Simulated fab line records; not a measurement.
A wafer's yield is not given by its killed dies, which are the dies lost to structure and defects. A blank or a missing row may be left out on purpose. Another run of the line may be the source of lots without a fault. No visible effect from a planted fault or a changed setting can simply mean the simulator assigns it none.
Which tool is to blame? || flow nand-harc || 14 lots, 39 wafers sampled, at 6 steps of a route of 1159

WHAT THE GAUGES READ, wafer by wafer
NHARC_A_CONTACT_INSPECT_71.
{"lot": "L448", "measured": "day 16 16:00", "on": "defect-inspect-02", "raw-defect-count": "32 28 24"}
{"lot": "L450", "measured": "day 16 17:38", "on": "defect-inspect-02", "raw-defect-count": "10 10 13"}
{"lot": "L451", "measured": "day 17 03:13", "on": "defect-inspect-02", "raw-defect-count": "26 26 30"}
{"lot": "L453", "measured": "day 17 09:52", "on": "defect-inspect-01", "raw-defect-count": "15 34 24"}
{"lot": "L454", "measured": "day 17 19:42", "on": "defect-inspect-01", "raw-defect-count": "27 20 26"}
{"lot": "L462", "measured": "day 19 09:26", "on": "defect-inspect-01", "raw-defect-count": "20 1219 21 1216"}
{"lot": "L460", "measured": "day 19 14:08", "on": "defect-inspect-02", "raw-defect-count": "1298 1295"}
{"lot": "L463", "measured": "day 19 23:51", "on": "defect-inspect-01", "raw-defect-count": "44 52 41"}
{"lot": "L459", "measured": "day 20 00:05", "on": "defect-inspect-02", "raw-defect-count": "28 22 43"}
{"lot": "L464", "measured": "day 20 13:16", "on": "defect-inspect-01", "raw-defect-count": "37 31 37"}
{"lot": "L467", "measured": "day 21 03:52", "on": "defect-inspect-01", "raw-defect-count": "12 15 17"}
{"lot": "L466", "measured": "day 21 04:03", "on": "defect-inspect-01", "raw-defect-count": "60 51 63"}
{"lot": "L469", "measured": "day 22 22:20", "on": "defect-inspect-01", "raw-defect-count": "11 10 16"}
{"lot": "L470", "measured": "day 23 03:56", "on": "defect-inspect-01", "raw-defect-count": "30 37 38"}

NHARC_END_SORT_01.
{"lot": "L462", "measured": "day 23 02:19", "on": "prober-02", "killed-at-array": "26 103", "killed-at-other": "0 1", "killed-at-periphery": "1 2", "killed-dies": "27 106", "killed-open": "7 2", "killed-short": "0 3"}
{"lot": "L460", "measured": "day 23 14:56", "on": "prober-02", "killed-at-array": 81, "killed-at-other": 0, "killed-at-periphery": 1, "killed-dies": 82, "killed-open": 3, "killed-short": 2}

EACH LOT AND THE TOOL THAT RAN IT (in order: tool; ch and the chambers of the sampled wafers; start)
{"lot": "L448", "NHARC_A_CONTACT_ETCH_119": "har-cap-etch-03 ch 0,1, day 16 09:47", "NHARC_A_CONTACT_DEP_58": "pecvd-03 ch 0,2, day 16 15:20", "NHARC_A_CONTACT_ETCH_124": "har-cap-etch-03 ch 0,1, day 16 17:17", "NHARC_A_CONTACT_ETCH_125": "har-cap-etch-03 ch 0,1, day 16 17:28"}
{"lot": "L450", "NHARC_A_CONTACT_ETCH_119": "har-cap-etch-01 ch 0,1, day 16 11:46", "NHARC_A_CONTACT_DEP_58": "pecvd-01 ch 0,1,2, day 16 16:48", "NHARC_A_CONTACT_ETCH_124": "har-cap-etch-01 ch 0,1, day 16 18:52", "NHARC_A_CONTACT_ETCH_125": "har-cap-etch-01 ch 0,1, day 16 19:04"}
{"lot": "L451", "NHARC_A_CONTACT_ETCH_119": "har-cap-etch-03 ch 1, day 16 22:08", "NHARC_A_CONTACT_DEP_58": "pecvd-01 ch 0,2, day 17 02:31", "NHARC_A_CONTACT_ETCH_124": "har-cap-etch-02 ch 0,1, day 17 04:34", "NHARC_A_CONTACT_ETCH_125": "har-cap-etch-02 ch 0,1, day 17 04:46"}
{"lot": "L453", "NHARC_A_CONTACT_ETCH_119": "har-cap-etch-01 ch 0,1, day 17 03:34", "NHARC_A_CONTACT_DEP_58": "pecvd-03 ch 1,2, day 17 09:02", "NHARC_A_CONTACT_ETCH_124": "har-cap-etch-02 ch 0,1, day 17 11:03", "NHARC_A_CONTACT_ETCH_125": "har-cap-etch-02 ch 0,1, day 17 11:15"}
{"lot": "L454", "NHARC_A_CONTACT_ETCH_119": "har-cap-etch-03 ch 0,1, day 17 13:40", "NHARC_A_CONTACT_DEP_58": "pecvd-03 ch 1,2, day 17 18:55", "NHARC_A_CONTACT_ETCH_124": "har-cap-etch-03 ch 0,1, day 17 20:59", "NHARC_A_CONTACT_ETCH_125": "har-cap-etch-03 ch 0,1, day 17 21:11"}
{"lot": "L462", "NHARC_A_CONTACT_ETCH_119": "har-cap-etch-02 ch 1, day 19 04:22", "NHARC_A_CONTACT_DEP_58": "pecvd-03 ch 0,1, day 19 08:37", "NHARC_A_CONTACT_ETCH_124": "har-cap-etch-02 ch 1, day 19 13:02", "NHARC_A_CONTACT_ETCH_125": "har-cap-etch-02 ch 1, day 19 13:13"}
{"lot": "L460", "NHARC_A_CONTACT_ETCH_119": "har-cap-etch-01 ch 1, day 19 09:23", "NHARC_A_CONTACT_DEP_58": "pecvd-03 ch 1, day 19 13:19", "NHARC_A_CONTACT_ETCH_124": "har-cap-etch-01 ch 1, day 19 18:19", "NHARC_A_CONTACT_ETCH_125": "har-cap-etch-01 ch 1, day 19 18:34"}
{"lot": "L463", "NHARC_A_CONTACT_ETCH_119": "har-cap-etch-02 ch 0,1, day 19 18:40", "NHARC_A_CONTACT_DEP_58": "pecvd-01 ch 0,1, day 19 23:02", "NHARC_A_CONTACT_ETCH_124": "har-cap-etch-03 ch 0,1, day 20 01:07", "NHARC_A_CONTACT_ETCH_125": "har-cap-etch-03 ch 0,1, day 20 01:22"}
{"lot": "L459", "NHARC_A_CONTACT_ETCH_119": "har-cap-etch-03 ch 0,1, day 19 18:53", "NHARC_A_CONTACT_DEP_58": "pecvd-01 ch 0,1,2, day 19 23:14", "NHARC_A_CONTACT_ETCH_124": "har-cap-etch-01 ch 0,1, day 20 01:31", "NHARC_A_CONTACT_ETCH_125": "har-cap-etch-01 ch 0,1, day 20 01:43"}
{"lot": "L464", "NHARC_A_CONTACT_ETCH_119": "har-cap-etch-01 ch 0,1, day 20 06:47", "NHARC_A_CONTACT_DEP_58": "pecvd-04 ch 0,1, day 20 12:27", "NHARC_A_CONTACT_ETCH_124": "har-cap-etch-03 ch 0, day 20 14:28", "NHARC_A_CONTACT_ETCH_125": "har-cap-etch-03 ch 0, day 20 14:44"}
{"lot": "L467", "NHARC_A_CONTACT_ETCH_119": "har-cap-etch-01 ch 0,1, day 20 19:14", "NHARC_A_CONTACT_DEP_58": "pecvd-04 ch 0,1, day 21 03:09", "NHARC_A_CONTACT_ETCH_124": "har-cap-etch-01 ch 0,1, day 21 05:05", "NHARC_A_CONTACT_ETCH_125": "har-cap-etch-01 ch 0,1, day 21 05:17"}
{"lot": "L466", "NHARC_A_CONTACT_ETCH_119": "har-cap-etch-03 ch 0,1, day 20 20:23", "NHARC_A_CONTACT_DEP_58": "pecvd-01 ch 0,1, day 21 03:09", "NHARC_A_CONTACT_ETCH_124": "har-cap-etch-03 ch 0,1, day 21 05:23", "NHARC_A_CONTACT_ETCH_125": "har-cap-etch-03 ch 0,1, day 21 05:34"}
{"lot": "L469", "NHARC_A_CONTACT_ETCH_119": "har-cap-etch-02 ch 0,1, day 22 15:36", "NHARC_A_CONTACT_DEP_58": "pecvd-01 ch 0,1, day 22 21:29", "NHARC_A_CONTACT_ETCH_124": "har-cap-etch-03 ch 0,1, day 22 23:40", "NHARC_A_CONTACT_ETCH_125": "har-cap-etch-03 ch 0,1, day 22 23:51"}
{"lot": "L470", "NHARC_A_CONTACT_ETCH_119": "har-cap-etch-02 ch 0,1, day 22 19:45", "NHARC_A_CONTACT_DEP_58": "pecvd-04 ch 0,1, day 23 03:14", "NHARC_A_CONTACT_ETCH_124": "har-cap-etch-02 ch 0,1, day 23 05:11", "NHARC_A_CONTACT_ETCH_125": "har-cap-etch-02 ch 0,1, day 23 05:23"}
- NHARC_A_CONTACT_ETCH_119: etches the open film in C4F8/O2/Ar, time 94 s, target depth 922 nm.
- NHARC_A_CONTACT_DEP_58: deposits SiON, target thk 60 nm.
- NHARC_A_CONTACT_ETCH_124: etches the open film in C4F8/O2/Ar, time 140 s, target depth 700 nm.
- NHARC_A_CONTACT_ETCH_125: etches the open film in C4F8/O2/Ar, time 155 s, target depth 956 nm.

AS READ BY THE TOOLS THEMSELVES (means over the sampled wafers that have a number; for cases with no such wafer, the mark the record gives instead)
NHARC_A_CONTACT_DEP_58.
{"lot": "L448", "tool": "pecvd-03", "heater-power-w (W)": 767, "rf-fwd-power-W (W)": 347.5}
{"lot": "L450", "tool": "pecvd-01", "heater-power-w (W)": 838, "rf-fwd-power-W (W)": 348.6}
{"lot": "L451", "tool": "pecvd-01", "heater-power-w (W)": 723, "rf-fwd-power-W (W)": 348.6}
{"lot": "L453", "tool": "pecvd-03", "heater-power-w (W)": 792, "rf-fwd-power-W (W)": 346.9}
{"lot": "L454", "tool": "pecvd-03", "heater-power-w (W)": 733, "rf-fwd-power-W (W)": 347.8}
{"lot": "L462", "tool": "pecvd-03", "heater-power-w (W)": 781, "rf-fwd-power-W (W)": 349.7}
{"lot": "L460", "tool": "pecvd-03", "heater-power-w (W)": 846, "rf-fwd-power-W (W)": 350.2}
{"lot": "L463", "tool": "pecvd-01", "heater-power-w (W)": 875, "rf-fwd-power-W (W)": 349.3}
{"lot": "L459", "tool": "pecvd-01", "heater-power-w (W)": 812, "rf-fwd-power-W (W)": 348.0}
{"lot": "L464", "tool": "pecvd-04", "heater-power-w (W)": 693, "rf-fwd-power-W (W)": 347.3}
{"lot": "L467", "tool": "pecvd-04", "heater-power-w (W)": 672, "rf-fwd-power-W (W)": 347.7}
{"lot": "L466", "tool": "pecvd-01", "heater-power-w (W)": 875, "rf-fwd-power-W (W)": 350.5}
{"lot": "L469", "tool": "pecvd-01", "heater-power-w (W)": 821, "rf-fwd-power-W (W)": 348.2}
{"lot": "L470", "tool": "pecvd-04", "heater-power-w (W)": 705, "rf-fwd-power-W (W)": 347.7}

THE ANSWER, worked out from the rows above alone
Rule: what is usual is taken from the lots themselves. The widest of any qualifying gaps counts: lots, ordered by their means at a reading, are off when they make up no more than a third of the lots, leave a main group of 4 or more, and stand apart from it by 3 or more times the standard deviation of that group's means. The tables above print the reading to a certain number of digits; a main group whose means all agree to those digits is not used. Also off: a lot with no number at a reading for which 4 or more lots have one. Any other lot the step has rows for is counted as sound. Order of review: gauges by route order, followed by the tools' own readings, for which a lot's mean as printed above is used. The first step at which some lot is off is used, and at that step the reading that is off furthest; a lot without a number counts as furthest.
Off, at NHARC_A_CONTACT_INSPECT_71 on raw-defect-count: L462, L460. Mean 29 and standard deviation 13 in the main group.
A tool fits if, at a process step before that reading, it ran every lot that is off, and no sound lot after the first of them. Those tools and the gauges at NHARC_A_CONTACT_INSPECT_71 are tried in the same way. One fits: NHARC_A_CONTACT_DEP_58 on pecvd-03. A fault onset in the window from L454 (day 17 18:55, its last sound lot) to L462 (day 19 08:37, its first lot off) fits.

WHAT HAD BEEN PUT IN BY THE SIMULATOR
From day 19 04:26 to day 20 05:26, pecvd-03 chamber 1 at NHARC_A_CONTACT_DEP_58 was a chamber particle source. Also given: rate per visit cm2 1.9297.
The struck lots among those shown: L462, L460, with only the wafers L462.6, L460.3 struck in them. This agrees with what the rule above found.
